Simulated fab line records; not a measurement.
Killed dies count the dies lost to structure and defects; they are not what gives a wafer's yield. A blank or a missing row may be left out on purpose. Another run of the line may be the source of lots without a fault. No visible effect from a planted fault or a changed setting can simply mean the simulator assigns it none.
A struck lot beside a sound one + flow nandHarc + 15 steps out of a route of 1159
Sound: wafers L284.1, L284.3, L284.5. Wafers L295.1, L295.4, L295.6 were the ones struck. The cause is named last.
Each step with rows lists, per side, the tool, then ch with its chambers, then its first start. Under that, the readings that differ: sound wafers + struck wafers + difference of the means + sigmas: that difference in standard deviations of wafers without a fault.
alike: words and numbers the same on both sides, and readings whose means are apart by under 2 such deviations; not compared: readings that were withheld, readings missing a value for some wafer, numbers with overlapping values and no deviation given by the record, and bounds like >300 which may hide the same value.
The two part at a step that has a row with sigmas, a row that says differs or no value, or rows on one side only. Numbers that have no deviation but don't overlap get no sigmas and don't part them. Lack of a reading on every wafer of one side parts them only where that side has two or more wafers.

NHARC_THIN_TSV_ETCH_44: etches the open film in CF4/O2, target depth 1594.2 nm, time 797.1 s.
  sound on rieDiel-02 ch 0,1, day 19 07:32; struck on rieDiel-02 ch 0,2, day 22 15:22
  alike: cf4FlowSccm, drypumpMotorCurrentA, oesProductAu, rfVppV, showerheadPlenumPTorr, throttleValvePct
  not compared: rfHoursCounterH
then, 1 step without rows for these wafers: NHARC_THIN_TSV_ETCH_15 (target depth 3000 nm, bosch target overetch cycles 2, bosch etch step 2.8 s).
NHARC_THIN_TSV_CD_MEAS_16:
  sound on cdSem-02 at day 19 08:15; struck on cdSem-03 at day 22 16:02
  alike: cdNm
then, 2 steps without rows for these wafers: NHARC_THIN_TSV_STRIP_45 (strips in O2); NHARC_THIN_TSV_STRIP_46 (strips in post etch residue remover, time 1200 s).
NHARC_THIN_TSV_DEP_47: deposits SiO2, target thk 200 nm.
  sound on pecvd-02 ch 0,1,2, day 19 09:07; struck on pecvd-03 ch 0,1,2, day 22 17:01
  alike: flowSccm, throttleValvePct
then, 3 steps without rows for these wafers: NHARC_THIN_TSV_ETCHBACK_48 (etches the open film in C4F8/Ar, target depth 1028.5 nm, time 405.17 s); NHARC_THIN_TSV_STRIP_62 (strips in N2/H2, time 20 s); NHARC_THIN_TSV_DEGAS_49 (time 120 s).
NHARC_THIN_TSV_PRE_CLEAN_50: time 30 s.
  sound on pvdSputter-03; struck on pvdSputter-03
| reading            | sound | struck               | difference                   | sigmas |
|--------------------|-------|----------------------|------------------------------|--------|
| susceptorTempC (C) | - - - | 280.02 280.18 279.97 | no value on the sound wafers |        |
  alike: heaterPowerW
NHARC_THIN_TSV_PVD_19: deposits TaN, target thk 20 nm.
  sound on pvdSputter-03; struck on pvdSputter-03
  alike: throttleValvePct
NHARC_THIN_TSV_PVD_51: deposits Cu, target thk 100 nm.
  sound on pvdSputter-03; struck on pvdSputter-03
  alike: throttleValvePct
NHARC_THIN_TSV_ECD_20: material Cu, target thk 2000 nm.
  sound on ecdCu-01 ch 0, day 19 10:38; struck on ecdCu-01 ch 0,1, day 22 19:17
then, 1 step without rows for these wafers: NHARC_THIN_TSV_ANNEAL_52 (time 90 s).
NHARC_END_SORT_01:
  the record has rows for the sound wafers here (prober-02 ch 0, day 20 11:34) and none for the struck ones

## WHERE THEY PART
At NHARC_THIN_TSV_PRE_CLEAN_50 first; at NHARC_END_SORT_01 last (within this record only).

WHY: whatever the simulator had introduced
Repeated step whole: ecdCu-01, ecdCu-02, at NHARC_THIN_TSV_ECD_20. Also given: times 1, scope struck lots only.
